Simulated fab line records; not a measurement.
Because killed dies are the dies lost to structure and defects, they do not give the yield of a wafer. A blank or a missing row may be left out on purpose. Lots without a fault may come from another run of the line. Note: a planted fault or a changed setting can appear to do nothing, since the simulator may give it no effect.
Which tool is to blame? | flow nand_harc | route of 1302 steps, sampled at 1 step: 11 lots, 33 wafers

## WHAT THE GAUGES READ, wafer by wafer
NHARC_A_SGD_CUT_INSPECT_25.
lot  | measured     | on                | raw_defect_count
L075 | day 18 19:55 | defect_inspect-02 | 340 335 461
L076 | day 19 18:52 | defect_inspect-02 | 386 299 325
L077 | day 20 20:22 | defect_inspect-02 | 440 534 638
L081 | day 22 02:40 | defect_inspect-02 | 578 541 397
L083 | day 22 09:46 | defect_inspect-01 | 334 397 343
L084 | day 22 20:21 | defect_inspect-02 | 347 343 430
L089 | day 24 03:35 | defect_inspect-01 | 359 513 461
L090 | day 24 12:23 | defect_inspect-01 | 344 287 358
L091 | day 25 21:02 | defect_inspect-02 | 445 434 462
L096 | day 27 14:25 | defect_inspect-01 | 284 301 276
L097 | day 27 22:49 | defect_inspect-02 | 362 407 402

## TOOL THAT RAN EACH LOT (tool first, then ch and the chambers of the sampled wafers, then the start)
Record: no process step prior to these readings.

## THE ANSWER, worked out from the rows above alone
Rule: what is usual is taken from the lots themselves. Put in order of their means at a reading, lots are off if they are a third of the lots or fewer, leave a main group of 4 or more, and stand apart from it by a gap of 3 or more times the standard deviation of the main group's means; of several such gaps the widest counts. A main group is skipped when, at the precision printed for the reading in the tables above, its means are all equal. Also off: a lot with no number at a reading for which 4 or more lots have one. The other lots that the step has rows for count as sound.
Nothing can be told from this: no lot is off at any reading shown.

## WHAT WAS PUT IN BY THE SIMULATOR
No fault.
